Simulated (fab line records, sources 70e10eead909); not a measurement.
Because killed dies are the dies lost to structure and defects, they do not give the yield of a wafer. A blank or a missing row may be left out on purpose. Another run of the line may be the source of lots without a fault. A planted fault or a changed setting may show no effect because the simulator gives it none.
Matching of chambers	flow nand harc	ald hk-01 running NHARC_A_CHANNEL_FILL_D2_ALD_16: 4 sister chambers
The step deposits SiO2, target thk 1.5 nm, pulse time 10 s, ald cycles 15. 16 wafers are shown with their chamber, then 8 later ones without.

WAFERS WITH THEIR CHAMBER
wafer	chamber	heater power w (W)	precursor pulse height rel
L075.2	2	439	1.028
L075.4	1	480	0.985
L075.5	3	467	0.997
L077.3	2	433	1.010
L077.5	3	474	0.967
L077.6	0	466	0.994
L078.1	2	432	1.020
L078.3	1	485	1.019
L078.4	0	465	0.997
L079.1	0	462	0.984
L079.5	2	432	0.998
L079.6	1	483	1.010
L083.2	3	478	1.007
L083.5	2	424	0.982
L083.6	1	488	0.973
L089.3	0	477	1.001

SIGNATURES (means of the wafers above)
reading	chamber 0	chamber 1	chamber 2	chamber 3	scatter within a chamber
heater power w	467.50	484.00	432.00	473.00	5.32
precursor pulse height rel	0.99400	0.99675	1.00760	0.99033	0.0176
Rule: a wafer's distance from a chamber is the root of the sum, over the readings, of the square of ((its reading less the chamber's mean) divided by the reading's scatter). If the next closest chamber is less than 2 further off than the closest, the wafer can't be placed; otherwise it belongs to the closest. The scatter is the square root of a quotient: the sum, over the shown wafers, of each reading's squared deviation from its chamber's mean, divided by wafers minus chambers.

WAFERS MISSING THEIR CHAMBER
wafer	heater power w (W)	precursor pulse height rel
L089.4	477	1.009
L089.6	468	1.020
L088.1	485	1.002
L088.2	462	0.989
L088.4	468	1.047
L093.4	440	1.001
L093.5	454	1.014
L093.6	426	1.018

EACH ONE'S CHAMBER
wafer	from the rows above	in truth
L089.4	can't be placed: 3 or 1 or 0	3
L089.6	can't be placed: 0 or 3 or 1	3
L088.1	1	1
L088.2	can't be placed: 0 or 3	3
L088.4	can't be placed: 0 or 3 or 1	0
L093.4	2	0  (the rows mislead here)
L093.5	can't be placed: 0 or 3 or 2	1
L093.6	2	2
2 of 8 placed correctly. Can't be placed from these rows: 5 (the true chamber is among the candidates in 4). Number placed wrongly: 1.
